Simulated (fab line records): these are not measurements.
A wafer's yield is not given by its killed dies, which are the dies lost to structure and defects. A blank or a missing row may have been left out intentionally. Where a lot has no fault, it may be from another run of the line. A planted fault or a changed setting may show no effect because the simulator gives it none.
Split-lot trial | flow n5 finfet | 21 wafers read from 7 lots, route of 1938 steps

THE SPLIT
At N5_BEOL_M10_EXPOSE_25 (exposes mask V9), the setting dose mj was moved away from the recipe's 85.5 on 4 of the 21 wafers read, by -4.1% to +7.1%. This setting was run at the recipe's value on the other wafers.

FROM THE SPLIT TO THE READING: what the file shows between them, 2 steps
- N5_BEOL_M10_PEB_26: peb time 60 s
- N5_BEOL_M10_DEVELOP_27: develop time 30 s

THE READING
cd nm at N5_BEOL_M10_CD_MEAS_28, given in nm (cd target 70 nm). On this fab line, fault-free wafers typically give 70.4 nm with a standard deviation of 1 nm.

wafer  | tool, chamber at the split | dose mj as run | against the recipe | cd nm, nm | against lot-mates on the recipe
L075.3 | arfi scanner-01, 0         | 85.5           | recipe             | 70.9      | -
L075.4 | arfi scanner-01, 0         | 85.5           | recipe             | 70.3      | -
L075.5 | arfi scanner-01, 0         | 85.5           | recipe             | 70.9      | -
L076.1 | arfi scanner-03, 0         | 85.5           | recipe             | 71.6      | -
L076.4 | arfi scanner-03, 0         | 85.5           | recipe             | 71.3      | -
L076.6 | arfi scanner-03, 0         | 85.5           | recipe             | 70.4      | -
L077.2 | arfi scanner-02, 0         | 91.54          | +7.1%              | 75.7      | +5.2
L077.3 | arfi scanner-02, 0         | 85.5           | recipe             | 70.5      | -
L077.6 | arfi scanner-02, 0         | 85.5           | recipe             | 70.5      | -
L078.1 | arfi scanner-02, 0         | 85.5           | recipe             | 69.8      | -
L078.3 | arfi scanner-02, 0         | 85.5           | recipe             | 71.0      | -
L078.5 | arfi scanner-02, 0         | 85.5           | recipe             | 69.4      | -
L082.1 | arfi scanner-02, 0         | 85.5           | recipe             | 70.8      | -
L082.3 | arfi scanner-02, 0         | 85.5           | recipe             | 69.5      | -
L082.5 | arfi scanner-02, 0         | 83.37          | -2.5%              | 67.8      | -2.4
L089.2 | arfi scanner-02, 0         | 85.5           | recipe             | 71.1      | -
L089.4 | arfi scanner-02, 0         | 85.5           | recipe             | 71.3      | -
L089.6 | arfi scanner-02, 0         | 85.5           | recipe             | 72.3      | -
L090.2 | arfi scanner-02, 0         | 82             | -4.1%              | 66.1      | -4.1
L090.5 | arfi scanner-02, 0         | 85.5           | recipe             | 70.2      | -
L090.6 | arfi scanner-02, 0         | 82             | -4.1%              | 64.9      | -5.3

THE FIT
A straight line over all 21 wafers: cd nm changes by +0.94 nm for each +1% of dose mj; r = +0.92; the points scatter about the line by 0.89 nm.
The same after taking each lot's own level away (the mean of its wafers on the recipe; 21 wafers): +0.898 nm for each +1%; r = +0.95; scatter 0.64 nm.
That fit puts the effect of the largest move of dose mj on the reading at 6.3 nm.
From 70.07 to 71.57 nm: that is the span of the lots' own levels, equal to 1.5 times the standard deviation above.
The two slopes are in agreement: the lot-to-lot level therefore moves the slope only a little.
Check: for one of the wafers moved furthest among these (+7.1%), held out of the fit, the line's prediction against its lot-mates is +7.91 nm. It came out at +5.2 nm against them.

THESE WAFERS: OTHER SPLITS
These wafers also went through other splits before the reading. Each is held against what the fit with the lots' levels taken away leaves over:
other split on the same wafers | wafers away from the commonest value | r with cd nm (lot level and that fit taken away)
N5_BEOL_M7_COAT_05 spin rpm    | 7                                    | +0.20
N5_BEOL_M8_DESCUM_33 time s    | 7                                    | -0.19
N5_BEOL_M9_EXPOSE_25 dose mj   | 5                                    | +0.02
N5_BEOL_M9_ETCH_66 time s      | 7                                    | -0.16
N5_BEOL_M10_COAT_64 spin rpm   | 7                                    | +0.00

THE FILE'S OWN FIT
cd nm changes by +0.85 nm for each +1% of dose mj, r = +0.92.
